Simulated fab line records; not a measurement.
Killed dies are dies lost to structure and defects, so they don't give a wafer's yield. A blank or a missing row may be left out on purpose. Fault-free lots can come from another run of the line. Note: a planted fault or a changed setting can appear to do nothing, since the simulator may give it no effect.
Chamber matching	flow n5-finfet	N5_BEOL_M5_PRE_CLEAN_77 on cvd-co-02: 3 sister chambers
The step time 15 s. 3 wafers are shown with their chamber, then 12 later ones without.

EACH WAFER AND ITS CHAMBER
wafer	chamber	heater-power-w (W)
L094.1	2	122
L094.2	0	107
L094.3	1	77

WAFERS WITHOUT THEIR CHAMBER
wafer	heater-power-w (W)
L094.4	106
L094.5	77
L094.6	124
L095.1	77
L095.3	105
L095.6	105
L096.1	78
L096.2	106
L096.3	122
L096.4	105
L096.5	121
L096.6	78

WHICH CHAMBER EACH WENT THROUGH
wafer	from the rows above	in truth
L094.4	0	0
L094.5	1	1
L094.6	2	2
L095.1	1	1
L095.3	0	0
L095.6	0	0
L096.1	1	1
L096.2	0	0
L096.3	2	2
L096.4	0	0
L096.5	2	2
L096.6	1	1
12 of 12 placed correctly. Can't be placed from these rows: 0. Wrongly placed: 0.
How it was worked out, from the rows above alone: a wafer's distance from a chamber is the root of the sum, over the readings, of the square of ((its reading less the chamber's mean) divided by the reading's scatter). The wafer belongs to the nearest chamber; if the next one is less than 2 further off, it can't be placed. For every chamber, the mean is computed from those of its wafers that are shown. The scatter: root of mean squared gap, hidden wafer to nearest shown wafer, with one shown wafer a chamber.
